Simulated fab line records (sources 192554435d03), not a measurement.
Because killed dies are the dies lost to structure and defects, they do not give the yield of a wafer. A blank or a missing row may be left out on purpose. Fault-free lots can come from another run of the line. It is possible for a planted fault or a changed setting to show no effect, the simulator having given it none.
Comparing a struck lot with a sound one :: flow n5-finfet :: 15 out of 1938 route steps
Sound: the wafers L345.1, L345.4, L345.5. The struck wafers were L361.2, L361.6. At the end, the cause is stated.
At each step with rows: each side's tool, then ch and its chambers, then its first start. Under that, the readings that differ: sound wafers :: struck wafers :: difference of the means :: sigmas: that difference in standard deviations of wafers without a fault.
alike: same words and numbers on both sides, and readings whose means sit less than 2 such deviations apart. not compared: any withheld reading, any reading some wafer has no value for, any bound like >300 that may hide the same value, and any number with overlapping values for which the record gives no deviation.
A row with sigmas, a row that says differs or no value, or rows on one side alone: a step with any of these is where the two part. When numbers do not overlap yet have no deviation, they are printed without sigmas and do not part them. A reading that every wafer of one side lacks parts them only if that side has two wafers or more.

first, 7 steps without rows for these wafers: N5_HKMG_FIN_COAT_42 (time 60 s, resist thk 35 nm); N5_HKMG_FIN_COAT_43 (resist thk 90 nm); N5_HKMG_FIN_EBR_45; N5_HKMG_FIN_SOFTBAKE_44 (time 60 s); N5_HKMG_FIN_EXPOSE_46 (exposes mask NDIPOLE); N5_HKMG_FIN_PEB_47 (peb time 60 s); N5_HKMG_FIN_DEVELOP_48 (develop time 30 s).
N5_HKMG_FIN_CD_MEAS_49 targets a cd of 202 nm.
  sound on cd-sem-01 ch 0, day 4 22:16; struck on cd-sem-03 ch 0, day 9 01:43
  alike: cd-nm
N5_HKMG_FIN_OVL_MEAS_50:
  sound on overlay-01 ch 0, day 4 22:17; struck on overlay-01 ch 0, day 9 01:45
  alike: NDIPOLE_OVL
N5_HKMG_FIN_INSPECT_61: inspects for defects (macro).
  sound on defect-inspect-02, day 4 22:19; struck on defect-inspect-02, day 9 01:46
  alike: raw-defect-count
N5_HKMG_FIN_DESCUM_53: chemistry O2, time 7.9 s.
  sound on rie-diel-05 ch 2,3, day 4 22:21; struck on rie-diel-01 ch 0,3, day 9 01:48
  alike: drypump-motor-current-A, oes-product-au, rf-vpp-V, showerhead-plenum-p-Torr, throttle-valve-pct
  not compared: rf-hours-counter-h
N5_HKMG_FIN_ETCH_54: etches SiARC in CF4, target depth 45.5 nm, time 75.8 s.
  sound on rie-diel-05 ch 2,3, day 4 22:24; struck on rie-diel-01 ch 0,3, day 9 01:50
  alike: drypump-motor-current-A, etch-rf-on-time-s, oes-product-au, rf-vpp-V, showerhead-plenum-p-Torr, throttle-valve-pct
  not compared: rf-hours-counter-h
N5_HKMG_FIN_ETCH_55: etches SOC in N2/H2, target depth 240 nm, time 300 s.
  sound on rie-diel-05 ch 2,3, day 4 22:29; struck on rie-diel-01 ch 0,3, day 9 01:53
reading: oes-product-au (a.u.)
sound: 0.68 0.67 0.78
struck: 1.06 1.08
difference: +0.36
sigmas: +4

reading: rf-vpp-V (V)
sound: 521.9 524.0 527.0
struck: 520.8 516.2
difference: -5.8
sigmas: -2

reading: model.HKMG_FIN.feature-depth-nm (nm)
sound: 243.6 242 247.4
struck: 383.6 403
difference: +149.0
sigmas: 

reading: model.etch.depth-nm (nm)
sound: 243.5 242 247.3
struck: 383.6 403.1
difference: +149.1
sigmas: 

reading: model.SiARC_of_HKMG_FIN_COAT_42.thk-nm (nm)
sound: 20.8 21 20.6
struck: 13.6 12
difference: -8.0
sigmas: 
  alike: drypump-motor-current-A, n2-flow-sccm, showerhead-plenum-p-Torr, throttle-valve-pct
  not compared: rf-hours-counter-h
then, 1 step without rows for these wafers: N5_HKMG_FIN_STRIP_56 (strips in N2/H2).
-- the record jumps here: 6 days lie between the struck wafers' starts before and after (it left off in module HKMG_FIN and takes up again in module BEOL_M4, whose first step shown is number 1111 of the route) --
N5_BEOL_M4_RC_MEAS_101:
  sound on prober-02 ch 0, day 10 23:32; struck on prober-01 ch 0, day 15 06:31
  alike: DIBL_N, DIBL_P, IOFF_N, IOFF_P, ION_N, ION_P, SS_N, SS_P, VT_N, VT_P

== WHERE THEY PART ==
Within this record, at N5_HKMG_FIN_ETCH_55 only. Later steps at which nothing parts them and some readings are alike: N5_BEOL_M4_RC_MEAS_101.

WHY: whatever the simulator had introduced
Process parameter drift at N5_HKMG_FIN_ETCH_55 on rie-diel-01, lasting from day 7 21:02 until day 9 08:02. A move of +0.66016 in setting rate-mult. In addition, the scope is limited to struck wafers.
